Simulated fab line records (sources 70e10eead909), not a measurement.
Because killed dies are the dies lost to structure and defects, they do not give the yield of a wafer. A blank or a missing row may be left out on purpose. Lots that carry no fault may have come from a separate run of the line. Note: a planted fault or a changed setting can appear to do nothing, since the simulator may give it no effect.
Check of tool commonality / flow nand_harc / 11 lots, 33 wafers sampled

== WHAT PROMPTED THE OPENING ==
At NHARC_P_GATE_CD_MEAS_26 the reading cd_nm is flagged on 1 of 11 lots. No-fault wafers: 120.0 nm, standard deviation 0.86.
Rule: a lot is flagged when every wafer of it that has a number lies more than 4 standard deviations from that mean, or none has a number. As for the other lots, they are considered sound.

lot=L204; measured=day 4 21:39; on=cd_sem-02; cd_nm (nm), wafer by wafer=119.5 119.5 120.4; flag=
lot=L205; measured=day 5 13:18; on=cd_sem-02; cd_nm (nm), wafer by wafer=120.8 119.5 121.1; flag=
lot=L206; measured=day 6 01:08; on=cd_sem-02; cd_nm (nm), wafer by wafer=118.6 120.1 118.7; flag=
lot=L207; measured=day 6 02:32; on=cd_sem-01; cd_nm (nm), wafer by wafer=120.2 121.4 121.0; flag=
lot=L208; measured=day 6 14:11; on=cd_sem-03; cd_nm (nm), wafer by wafer=119.7 118.6 120.4; flag=
lot=L210; measured=day 7 09:53; on=cd_sem-03; cd_nm (nm), wafer by wafer=117.8 118.8 118.6; flag=
lot=L212; measured=day 8 05:59; on=cd_sem-01; cd_nm (nm), wafer by wafer=120.7 121.3 120.2; flag=
lot=L213; measured=day 8 22:51; on=cd_sem-03; cd_nm (nm), wafer by wafer=119.0 120.4 119.5; flag=
lot=L216; measured=day 10 08:22; on=cd_sem-01; cd_nm (nm), wafer by wafer=118.7 119.1 119.7; flag=
lot=L217; measured=day 10 08:31; on=cd_sem-02; cd_nm (nm), wafer by wafer=114.8 114.8 114.2; flag=FLAGGED
lot=L227; measured=day 14 11:14; on=cd_sem-01; cd_nm (nm), wafer by wafer=119.5 119.3 120.0; flag=
On average the flagged lots' numbers are 114.6 nm, which is -5.4 nm against the usual, or -6 standard deviations.

== EACH LOT AND THE TOOL IT RAN ON ==
The record keeps 1 process step preceding the reading, out of 1302 steps on the route. Cell contents, in order: the tool; ch with the chambers the sampled wafers went through; the start.
lot=L204; flag=; NHARC_P_GATE_EXPOSE_23=arfi_scanner-03 ch 0, day 4 21:31
lot=L205; flag=; NHARC_P_GATE_EXPOSE_23=arfi_scanner-01 ch 0, day 5 13:10
lot=L206; flag=; NHARC_P_GATE_EXPOSE_23=arfi_scanner-03 ch 0, day 6 01:00
lot=L207; flag=; NHARC_P_GATE_EXPOSE_23=arfi_scanner-03 ch 0, day 6 02:24
lot=L208; flag=; NHARC_P_GATE_EXPOSE_23=arfi_scanner-03 ch 0, day 6 14:03
lot=L210; flag=; NHARC_P_GATE_EXPOSE_23=arfi_scanner-01 ch 0, day 7 09:44
lot=L212; flag=; NHARC_P_GATE_EXPOSE_23=arfi_scanner-03 ch 0, day 8 05:51
lot=L213; flag=; NHARC_P_GATE_EXPOSE_23=arfi_scanner-02 ch 0, day 8 22:43
lot=L216; flag=; NHARC_P_GATE_EXPOSE_23=arfi_scanner-03 ch 0, day 10 08:14
lot=L217; flag=FLAGGED; NHARC_P_GATE_EXPOSE_23=arfi_scanner-02 ch 0, day 10 08:23
lot=L227; flag=; NHARC_P_GATE_EXPOSE_23=arfi_scanner-01 ch 0, day 14 11:05
What these steps do:
- NHARC_P_GATE_EXPOSE_23: exposes mask P GATE, target cd 120 nm.
- NHARC_P_GATE_CD_MEAS_26: target cd 120 nm.

== FLAGGED OVER TOTAL, TOOL BY TOOL (the gauges that took the reading come last) ==
step=NHARC_P_GATE_EXPOSE_23; tool=arfi_scanner-01; lots run=3; flagged=0; share of the flagged lots=none; sound lots run after its first flagged lot=-
step=NHARC_P_GATE_EXPOSE_23; tool=arfi_scanner-02; lots run=2; flagged=1; share of the flagged lots=all; sound lots run after its first flagged lot=0
step=NHARC_P_GATE_EXPOSE_23; tool=arfi_scanner-03; lots run=6; flagged=0; share of the flagged lots=none; sound lots run after its first flagged lot=-
step=NHARC_P_GATE_CD_MEAS_26; tool=cd_sem-01; lots run=4; flagged=0; share of the flagged lots=none; sound lots run after its first flagged lot=-
step=NHARC_P_GATE_CD_MEAS_26; tool=cd_sem-02; lots run=4; flagged=1; share of the flagged lots=all; sound lots run after its first flagged lot=0
step=NHARC_P_GATE_CD_MEAS_26; tool=cd_sem-03; lots run=3; flagged=0; share of the flagged lots=none; sound lots run after its first flagged lot=-

== THE TABLE: WHAT IT ALLOWS ==
2 rows of the table ran every flagged lot: arfi_scanner-02 at NHARC_P_GATE_EXPOSE_23, cd_sem-02 at NHARC_P_GATE_CD_MEAS_26.
- arfi_scanner-02 at NHARC_P_GATE_EXPOSE_23 ran 2 lots, 1 of them flagged. Last sound lot L213 at day 8 22:43, first flagged lot L217 at day 10 08:23; a fault beginning in between fits.
- cd_sem-02 at NHARC_P_GATE_CD_MEAS_26 ran 4 lots, 1 of them flagged. Last sound lot L206 at day 6 01:08, first flagged lot L217 at day 10 08:31; a fault beginning in between fits.
Because each of these 2 tools fits a fault that began at some hour, counting lots does not separate them. More lots, or a look at what each step does to the wafer, might.

== WHAT WAS PUT IN BY THE SIMULATOR ==
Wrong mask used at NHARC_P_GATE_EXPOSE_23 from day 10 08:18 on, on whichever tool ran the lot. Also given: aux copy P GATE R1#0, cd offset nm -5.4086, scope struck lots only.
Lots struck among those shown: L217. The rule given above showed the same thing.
